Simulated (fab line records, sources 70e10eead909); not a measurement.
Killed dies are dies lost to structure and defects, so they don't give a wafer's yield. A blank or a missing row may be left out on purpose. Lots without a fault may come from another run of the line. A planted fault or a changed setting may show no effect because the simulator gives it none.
A sampling plan put to the test | flow nand_harc | one fab line, 47 faults that these records tell of, each judged on the records of the lots that it struck
The plan is the line's own looks: the steps of the route at which a gauge or an inspection reads the wafer and doesn't change it. A look can be judged if struck wafers have a number there and the file gives its usual mean and standard deviation on fault-free wafers. Caught: at a look after the fault's first step, the mean of the struck wafers lies 4 or more of those standard deviations (sigma) from the usual mean. On the tool: the same test on the tool's own readings at the fault's steps. Another recipe on the struck wafers, or a record that is blank for them alone, also counts as caught.

THE FAULTS, as the simulator had put them in
1. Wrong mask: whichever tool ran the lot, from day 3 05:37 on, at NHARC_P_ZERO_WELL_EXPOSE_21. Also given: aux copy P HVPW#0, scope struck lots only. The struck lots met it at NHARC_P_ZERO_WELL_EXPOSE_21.
2. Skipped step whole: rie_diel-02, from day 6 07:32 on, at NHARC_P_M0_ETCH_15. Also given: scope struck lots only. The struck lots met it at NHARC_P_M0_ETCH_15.
3. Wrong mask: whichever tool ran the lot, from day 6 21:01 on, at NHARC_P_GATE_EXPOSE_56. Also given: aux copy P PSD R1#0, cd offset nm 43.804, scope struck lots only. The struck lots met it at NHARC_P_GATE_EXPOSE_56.
4. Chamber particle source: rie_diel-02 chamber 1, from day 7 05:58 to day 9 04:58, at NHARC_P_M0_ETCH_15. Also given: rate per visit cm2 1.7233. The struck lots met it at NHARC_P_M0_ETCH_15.
5. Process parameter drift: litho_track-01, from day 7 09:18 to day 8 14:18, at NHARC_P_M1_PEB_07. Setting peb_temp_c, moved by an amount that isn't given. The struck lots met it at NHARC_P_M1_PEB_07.
6. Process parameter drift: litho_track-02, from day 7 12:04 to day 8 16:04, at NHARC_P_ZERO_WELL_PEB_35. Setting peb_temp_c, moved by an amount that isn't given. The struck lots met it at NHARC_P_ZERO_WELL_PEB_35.
7. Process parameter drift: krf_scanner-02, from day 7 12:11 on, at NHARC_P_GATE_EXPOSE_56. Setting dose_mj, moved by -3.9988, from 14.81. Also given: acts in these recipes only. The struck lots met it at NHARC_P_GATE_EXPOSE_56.
8. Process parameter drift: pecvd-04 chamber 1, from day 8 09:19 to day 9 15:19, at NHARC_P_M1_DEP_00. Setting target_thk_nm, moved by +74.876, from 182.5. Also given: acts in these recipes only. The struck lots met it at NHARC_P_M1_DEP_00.
9. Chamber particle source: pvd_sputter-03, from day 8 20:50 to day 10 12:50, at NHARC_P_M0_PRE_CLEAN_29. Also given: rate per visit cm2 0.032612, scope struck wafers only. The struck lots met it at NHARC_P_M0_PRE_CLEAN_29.
10. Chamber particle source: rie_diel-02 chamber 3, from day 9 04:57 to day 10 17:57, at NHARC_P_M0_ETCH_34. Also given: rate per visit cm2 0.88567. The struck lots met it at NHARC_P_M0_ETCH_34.
11. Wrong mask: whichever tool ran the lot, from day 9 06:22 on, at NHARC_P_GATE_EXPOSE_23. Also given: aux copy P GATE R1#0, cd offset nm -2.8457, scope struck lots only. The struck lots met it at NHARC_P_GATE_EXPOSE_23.
12. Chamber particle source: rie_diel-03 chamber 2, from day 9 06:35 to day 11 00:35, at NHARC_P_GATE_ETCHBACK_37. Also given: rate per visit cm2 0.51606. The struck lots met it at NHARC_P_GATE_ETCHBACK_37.
13. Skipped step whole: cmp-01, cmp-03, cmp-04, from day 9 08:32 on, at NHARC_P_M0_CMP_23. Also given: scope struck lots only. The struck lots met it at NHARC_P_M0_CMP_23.
14. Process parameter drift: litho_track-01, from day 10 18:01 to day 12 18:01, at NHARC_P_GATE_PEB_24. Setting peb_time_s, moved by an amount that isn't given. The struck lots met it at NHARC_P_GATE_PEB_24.
15. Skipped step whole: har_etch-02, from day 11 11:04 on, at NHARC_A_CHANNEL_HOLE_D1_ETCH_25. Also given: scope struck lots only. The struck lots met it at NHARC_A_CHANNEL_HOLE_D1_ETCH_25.
16. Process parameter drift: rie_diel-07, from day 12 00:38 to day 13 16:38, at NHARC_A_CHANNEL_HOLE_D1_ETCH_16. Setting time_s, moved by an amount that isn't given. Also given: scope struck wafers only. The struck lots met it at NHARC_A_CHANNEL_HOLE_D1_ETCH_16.
17. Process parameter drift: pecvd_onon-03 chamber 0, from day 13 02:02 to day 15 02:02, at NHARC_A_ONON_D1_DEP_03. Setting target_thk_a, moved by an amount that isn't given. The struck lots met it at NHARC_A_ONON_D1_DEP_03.
18. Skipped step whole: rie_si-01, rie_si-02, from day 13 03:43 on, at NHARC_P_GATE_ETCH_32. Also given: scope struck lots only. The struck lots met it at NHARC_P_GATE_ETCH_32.
19. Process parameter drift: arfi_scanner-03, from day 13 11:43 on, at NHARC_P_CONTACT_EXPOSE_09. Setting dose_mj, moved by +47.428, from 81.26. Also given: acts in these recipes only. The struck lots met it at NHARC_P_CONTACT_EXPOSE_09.
20. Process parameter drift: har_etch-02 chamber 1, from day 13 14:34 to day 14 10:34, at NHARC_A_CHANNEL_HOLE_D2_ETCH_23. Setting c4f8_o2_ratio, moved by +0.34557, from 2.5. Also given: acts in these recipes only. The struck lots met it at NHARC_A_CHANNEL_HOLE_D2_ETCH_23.
21. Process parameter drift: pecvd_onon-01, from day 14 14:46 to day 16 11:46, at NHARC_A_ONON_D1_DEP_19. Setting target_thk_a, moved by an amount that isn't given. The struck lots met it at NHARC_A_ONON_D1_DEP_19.
22. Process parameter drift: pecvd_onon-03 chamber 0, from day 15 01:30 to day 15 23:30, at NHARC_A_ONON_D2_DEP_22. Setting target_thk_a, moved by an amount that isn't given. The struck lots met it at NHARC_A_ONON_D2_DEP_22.
23. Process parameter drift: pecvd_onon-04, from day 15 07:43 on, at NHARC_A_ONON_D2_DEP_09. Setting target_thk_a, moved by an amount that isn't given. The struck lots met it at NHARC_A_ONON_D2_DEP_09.
24. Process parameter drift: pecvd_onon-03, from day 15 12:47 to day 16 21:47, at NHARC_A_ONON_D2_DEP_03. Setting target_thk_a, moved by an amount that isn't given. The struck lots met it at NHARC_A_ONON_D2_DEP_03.
25. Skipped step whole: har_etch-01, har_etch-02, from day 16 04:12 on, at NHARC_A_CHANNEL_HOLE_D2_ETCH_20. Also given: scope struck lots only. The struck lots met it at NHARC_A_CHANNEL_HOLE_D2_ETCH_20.
26. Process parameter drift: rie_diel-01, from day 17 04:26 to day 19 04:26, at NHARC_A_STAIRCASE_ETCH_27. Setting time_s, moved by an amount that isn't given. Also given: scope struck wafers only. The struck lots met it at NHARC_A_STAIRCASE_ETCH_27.
27. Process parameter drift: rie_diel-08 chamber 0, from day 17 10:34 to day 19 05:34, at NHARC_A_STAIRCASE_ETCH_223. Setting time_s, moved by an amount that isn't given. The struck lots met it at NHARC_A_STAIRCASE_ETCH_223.
28. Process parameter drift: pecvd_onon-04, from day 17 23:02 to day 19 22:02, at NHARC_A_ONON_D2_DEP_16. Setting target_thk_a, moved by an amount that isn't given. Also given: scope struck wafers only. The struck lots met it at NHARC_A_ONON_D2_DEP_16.
29. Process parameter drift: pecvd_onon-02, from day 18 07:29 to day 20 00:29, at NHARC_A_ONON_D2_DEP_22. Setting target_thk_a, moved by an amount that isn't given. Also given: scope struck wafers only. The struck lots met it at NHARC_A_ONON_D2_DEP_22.
30. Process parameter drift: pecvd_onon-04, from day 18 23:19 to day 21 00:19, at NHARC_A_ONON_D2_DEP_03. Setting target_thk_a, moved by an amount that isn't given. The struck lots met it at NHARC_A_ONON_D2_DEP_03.
31. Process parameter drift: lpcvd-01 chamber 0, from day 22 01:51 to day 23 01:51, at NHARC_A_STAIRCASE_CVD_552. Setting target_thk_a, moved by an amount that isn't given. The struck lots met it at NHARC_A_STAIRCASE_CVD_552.
32. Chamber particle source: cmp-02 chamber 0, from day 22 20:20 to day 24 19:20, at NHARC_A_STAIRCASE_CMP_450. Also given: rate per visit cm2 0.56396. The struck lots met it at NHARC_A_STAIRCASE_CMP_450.
33. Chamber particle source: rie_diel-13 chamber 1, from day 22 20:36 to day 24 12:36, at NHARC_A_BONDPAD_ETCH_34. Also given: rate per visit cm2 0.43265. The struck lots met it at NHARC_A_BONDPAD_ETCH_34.
34. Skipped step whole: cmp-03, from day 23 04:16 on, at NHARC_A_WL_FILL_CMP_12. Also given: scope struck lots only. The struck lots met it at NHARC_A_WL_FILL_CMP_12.
35. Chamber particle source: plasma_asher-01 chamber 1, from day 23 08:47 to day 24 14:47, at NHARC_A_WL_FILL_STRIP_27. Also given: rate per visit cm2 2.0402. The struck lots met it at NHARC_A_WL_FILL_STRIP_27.
36. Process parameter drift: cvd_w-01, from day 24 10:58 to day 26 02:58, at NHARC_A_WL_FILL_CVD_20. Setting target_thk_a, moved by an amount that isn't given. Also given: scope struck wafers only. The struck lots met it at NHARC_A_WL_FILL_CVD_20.
37. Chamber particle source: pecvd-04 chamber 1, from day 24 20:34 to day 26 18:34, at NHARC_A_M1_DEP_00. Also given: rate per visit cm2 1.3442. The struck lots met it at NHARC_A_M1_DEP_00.
38. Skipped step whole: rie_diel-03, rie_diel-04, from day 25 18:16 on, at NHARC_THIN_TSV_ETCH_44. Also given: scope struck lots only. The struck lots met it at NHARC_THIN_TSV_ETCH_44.
39. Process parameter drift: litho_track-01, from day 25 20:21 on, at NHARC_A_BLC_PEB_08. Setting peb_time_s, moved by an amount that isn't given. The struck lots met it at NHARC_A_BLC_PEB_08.
40. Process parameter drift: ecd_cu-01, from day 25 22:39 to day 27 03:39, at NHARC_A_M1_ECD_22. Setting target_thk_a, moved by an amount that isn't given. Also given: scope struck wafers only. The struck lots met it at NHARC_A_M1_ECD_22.
41. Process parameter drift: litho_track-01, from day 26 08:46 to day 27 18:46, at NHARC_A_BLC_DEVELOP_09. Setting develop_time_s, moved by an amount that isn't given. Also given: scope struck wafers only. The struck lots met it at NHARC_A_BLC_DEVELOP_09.
42. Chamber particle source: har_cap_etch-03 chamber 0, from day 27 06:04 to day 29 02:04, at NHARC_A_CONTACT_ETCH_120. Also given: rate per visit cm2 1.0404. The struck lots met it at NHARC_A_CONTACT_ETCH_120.
43. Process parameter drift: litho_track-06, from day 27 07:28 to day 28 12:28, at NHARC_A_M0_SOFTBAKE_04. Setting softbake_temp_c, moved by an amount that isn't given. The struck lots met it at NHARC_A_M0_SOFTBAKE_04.
44. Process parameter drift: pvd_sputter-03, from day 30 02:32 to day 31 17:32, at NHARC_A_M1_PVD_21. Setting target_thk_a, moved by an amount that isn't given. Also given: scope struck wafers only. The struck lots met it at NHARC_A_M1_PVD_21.
45. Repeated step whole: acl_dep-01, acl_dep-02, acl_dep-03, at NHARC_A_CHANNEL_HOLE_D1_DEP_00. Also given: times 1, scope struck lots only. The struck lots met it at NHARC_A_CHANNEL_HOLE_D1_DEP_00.
46. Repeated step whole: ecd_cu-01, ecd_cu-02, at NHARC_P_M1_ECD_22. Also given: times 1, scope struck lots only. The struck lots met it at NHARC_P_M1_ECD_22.
47. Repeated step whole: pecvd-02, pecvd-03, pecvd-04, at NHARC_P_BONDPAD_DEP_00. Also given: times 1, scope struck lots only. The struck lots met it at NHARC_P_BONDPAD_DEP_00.

WHAT THE PLAN SAW
fault | on the tool itself                               | first look that catches it                      | reading, sigma                                    | median hours from its first step to that look | hours from the fault's start to the first struck lot there | judged looks passed uncaught
1     | no reading that can be judged                    | NHARC_END_SORT_01                               | killed_at_periphery +99 or beyond                 | 552.8                                         | 556                                                        | 0
2     | the tool's record is blank for the struck wafers | NHARC_END_SORT_01                               | killed_at_periphery +99 or beyond                 | 465.9                                         | 474                                                        | 0
3     | under 2 sigma                                    | NHARC_P_GATE_CD_MEAS_59                         | cd_nm +24                                         | 0.2                                           | 9                                                          | 0
4     | under 2 sigma                                    | NHARC_END_SORT_01                               | killed_at_periphery +9.2                          | 453.6                                         | 478                                                        | 1
5     | plate_temp_C -16 sigma                           | NHARC_P_M1_CD_MEAS_09                           | cd_nm -15                                         | 0.1                                           | 11                                                         | 0
6     | plate_temp_C +94 sigma                           | NHARC_P_ZERO_WELL_CD_MEAS_37                    | cd_nm +5.3                                        | 0.1                                           | 4                                                          | 0
7     | exposure_dose_mJ_cm2 -99 or beyond sigma         | NHARC_P_GATE_CD_MEAS_59                         | cd_nm -30                                         | 0.2                                           | 7                                                          | 0
8     | under 2 sigma                                    | NHARC_END_SORT_01                               | killed_at_periphery +99 or beyond                 | 447.8                                         | 450                                                        | 0
9     | under 2 sigma                                    | NHARC_END_SORT_01                               | killed_at_periphery +4.7                          | 447.2                                         | 460                                                        | 1
10    | under 2 sigma                                    | NHARC_END_SORT_01                               | killed_at_periphery +29                           | 448.4                                         | 471                                                        | 1
11    | under 2 sigma                                    | not the one look that can be judged after it    | strongest: cd_nm at NHARC_P_GATE_CD_MEAS_26, -3.7 | -                                             | -                                                          | 1
12    | under 2 sigma                                    | NHARC_END_SORT_01                               | killed_at_periphery +18                           | 449.2                                         | 477                                                        | 2
13    | the tool's record is blank for the struck wafers | NHARC_P_M0_THK_MEAS_24                          | thk_nm +99 or beyond                              | 0.3                                           | 3                                                          | 0
14    | heater_power_total_W +99 or beyond sigma         | NHARC_P_GATE_CD_MEAS_26                         | cd_nm +99 or beyond                               | 0.1                                           | 15                                                         | 0
15    | the tool's record is blank for the struck wafers | NHARC_A_CHANNEL_HOLE_D1_CD_MEAS_30              | cd_nm -63                                         | 2.6                                           | 3                                                          | 0
16    | run_length_s -99 or beyond sigma                 | NHARC_END_SORT_01                               | killed_dies +26                                   | 374.6                                         | 411                                                        | 1
17    | under 2 sigma                                    | NHARC_A_ONON_D1_THK_MEAS_05                     | thk_nm +88                                        | 0.4                                           | 9                                                          | 0
18    | the tool's record is blank for the struck wafers | NHARC_END_SORT_01                               | killed_at_periphery +99 or beyond                 | 462.2                                         | 462                                                        | 0
19    | exposure_dose_mJ_cm2 +99 or beyond sigma         | NHARC_P_CONTACT_CD_MEAS_12                      | cd_nm +41                                         | 0.1                                           | 9                                                          | 0
20    | under 2 sigma                                    | no look after it can be judged                  | -                                                 | -                                             | -                                                          | 0
21    | no reading that can be judged                    | NHARC_A_ONON_D1_THK_MEAS_21                     | thk_nm -43                                        | 0.5                                           | 19                                                         | 0
22    | no reading that can be judged                    | NHARC_A_ONON_D2_THK_MEAS_24                     | thk_nm +52                                        | 0.5                                           | 16                                                         | 0
23    | under 2 sigma                                    | NHARC_A_ONON_D2_THK_MEAS_11                     | thk_nm +42                                        | 0.5                                           | 4                                                          | 0
24    | no reading that can be judged                    | NHARC_A_ONON_D2_THK_MEAS_05                     | thk_nm +16                                        | 0.5                                           | 10                                                         | 0
25    | the tool's record is blank for the struck wafers | NHARC_A_CHANNEL_HOLE_D2_CD_MEAS_31              | cd_nm -64                                         | 5.5                                           | 8                                                          | 0
26    | run_length_s +23 sigma                           | NHARC_END_SORT_01                               | killed_dies +35                                   | 206.1                                         | 221                                                        | 0
27    | run_length_s +22 sigma                           | NHARC_END_SORT_01                               | killed_dies +18                                   | 217.7                                         | 218                                                        | 0
28    | under 2 sigma                                    | NHARC_A_ONON_D2_THK_MEAS_18                     | thk_nm -41                                        | 0.4                                           | 23                                                         | 0
29    | no reading that can be judged                    | NHARC_A_ONON_D2_THK_MEAS_24                     | thk_nm +68                                        | 0.5                                           | 15                                                         | 0
30    | under 2 sigma                                    | NHARC_A_ONON_D2_THK_MEAS_05                     | thk_nm -4.0                                       | 0.4                                           | 12                                                         | 0
31    | no reading that can be judged                    | NHARC_END_SORT_01                               | killed_dies +35                                   | 165.1                                         | 170                                                        | 0
32    | under 2 sigma                                    | NHARC_END_SORT_01                               | killed_dies +16                                   | 134.9                                         | 144                                                        | 0
33    | under 2 sigma                                    | NHARC_END_SORT_01                               | defect_limited_yield -4.6                         | 70.5                                          | 79                                                         | 4
34    | the tool's record is blank for the struck wafers | NHARC_A_WL_FILL_INSPECT_15                      | raw_defect_count +15                              | 0.5                                           | 12                                                         | 0
35    | under 2 sigma                                    | NHARC_END_SORT_01                               | killed_dies +5.8                                  | 101.2                                         | 102                                                        | 1
36    | only faintly: mfc_wf6_sccm +2.0 sigma            | no look after it can be judged                  | -                                                 | -                                             | -                                                          | 0
37    | no reading that can be judged                    | NHARC_A_M1_INSPECT_11                           | raw_defect_count +24                              | 0.9                                           | 14                                                         | 0
38    | the tool's record is blank for the struck wafers | NHARC_END_SORT_01                               | killed_at_other +99 or beyond                     | 17.3                                          | 31                                                         | 0
39    | no reading that can be judged                    | NHARC_A_BLC_CD_MEAS_10                          | cd_nm +12                                         | 0.1                                           | 2                                                          | 0
40    | no reading that can be judged                    | not the one look that can be judged after it    | -                                                 | -                                             | -                                                          | 1
41    | no reading that can be judged                    | NHARC_A_BLC_CD_MEAS_10                          | cd_nm -4.5                                        | 0.9                                           | 20                                                         | 0
42    | under 2 sigma                                    | NHARC_END_SORT_01                               | killed_dies +5.7                                  | 68.8                                          | 84                                                         | 2
43    | heater_power_total_W +99 or beyond sigma         | none of the 5 looks that can be judged after it | -                                                 | -                                             | -                                                          | 5
44    | under 2 sigma                                    | NHARC_END_SORT_01                               | defect_limited_yield -36                          | 34.7                                          | 56                                                         | 0
45    | under 2 sigma                                    | NHARC_END_SORT_01                               | killed_dies +35                                   | 409.1                                         | -                                                          | 1
46    | no reading that can be judged                    | not the one look that can be judged after it    | -                                                 | -                                             | -                                                          | 1
47    | under 2 sigma                                    | NHARC_P_BONDPAD_THK_MEAS_33                     | thk_nm -4.9                                       | 1.4                                           | -                                                          | 0
A dash: the fault isn't caught, or these records don't give the number.

Caught at a look: 41 of 47. Caught on the tool: 16 of 47. By one or the other: 42 of 47.
Caught on the tool alone: fault 43.
Caught at a look alone: faults 1, 3, 4, 8, 9, 10, 12, 17, 21, 22, 23, 24, 28, 29, 30, 31, 32, 33, 35, 37, 39, 41, 42, 44, 45, 47.
Caught by neither: faults 11, 20, 36, 40, 46.

THINNER SAMPLING
If the look that catches a fault measured only every second or every third lot, by lot number, the first struck lot would be measured this late in the worst case:
fault | struck lots at that look, in order of time | every lot | every second lot | every third lot
1     | L632                                       | 556 h     | may miss it      | may miss it
2     | L891, L892, L890                           | 474 h     | 491 h            | 491 h
3     | L117                                       | 9 h       | may miss it      | may miss it
4     | L417                                       | 478 h     | may miss it      | may miss it
5     | L736, L738                                 | 11 h      | may miss all 2   | may miss all 2
6     | L934, L936                                 | 4 h       | may miss all 2   | may miss all 2
7     | L724, L727, L728                           | 7 h       | 34 h             | may miss all 3
8     | L762, L764                                 | 450 h     | may miss all 2   | may miss all 2
9     | L515, L517                                 | 460 h     | may miss all 2   | may miss all 2
10    | L108, L109                                 | 471 h     | 472 h            | may miss all 2
12    | L330, L331                                 | 477 h     | 480 h            | may miss all 2
13    | L271, L272, L273                           | 3 h       | 7 h              | 21 h
14    | L813, L815                                 | 15 h      | may miss all 2   | may miss all 2
15    | L468, L470, L471                           | 3 h       | 21 h             | may miss all 3
16    | L851                                       | 411 h     | may miss it      | may miss it
17    | L104, L107                                 | 9 h       | 45 h             | may miss all 2
18    | L915, L916                                 | 462 h     | 472 h            | may miss all 2
19    | L581, L582                                 | 9 h       | 14 h             | may miss all 2
21    | L362, L364                                 | 19 h      | may miss all 2   | may miss all 2
22    | L588, L589                                 | 16 h      | 20 h             | may miss all 2
23    | L516, L518, L519                           | 4 h       | 35 h             | may miss all 3
24    | L429, L431                                 | 10 h      | may miss all 2   | may miss all 2
25    | L211, L212, L213                           | 8 h       | 12 h             | 20 h
26    | L233, L234                                 | 221 h     | 236 h            | may miss all 2
27    | L837                                       | 218 h     | may miss it      | may miss it
28    | L358, L361                                 | 23 h      | 45 h             | may miss all 2
29    | L669                                       | 15 h      | may miss it      | may miss it
30    | L160, L161                                 | 12 h      | 35 h             | may miss all 2
31    | L154                                       | 170 h     | may miss it      | may miss it
32    | L578                                       | 144 h     | may miss it      | may miss it
33    | L274, L273                                 | 79 h      | 93 h             | may miss all 2
34    | L857, L858                                 | 12 h      | 18 h             | may miss all 2
35    | L637, L638                                 | 102 h     | 112 h            | may miss all 2
37    | L322, L325                                 | 14 h      | 35 h             | may miss all 2
38    | L531, L532                                 | 31 h      | 33 h             | may miss all 2
39    | L415                                       | 2 h       | may miss it      | may miss it
41    | L710, L711                                 | 20 h      | 27 h             | may miss all 2
42    | L410, L412                                 | 84 h      | may miss all 2   | may miss all 2
44    | L803, L804                                 | 56 h      | 66 h             | may miss all 2
Hours are from the fault's start to the first struck lot that is measured. The limit of 4 sigma was tested on all struck wafers together, so one lot alone may lie under it. Other struck lots may not be in these records.

THE LONGEST TIMED WAY FROM STEP TO LOOK
Fault 1: a median of 552.8 hours passes between NHARC_P_ZERO_WELL_EXPOSE_21 and NHARC_END_SORT_01. No look between them can be judged.
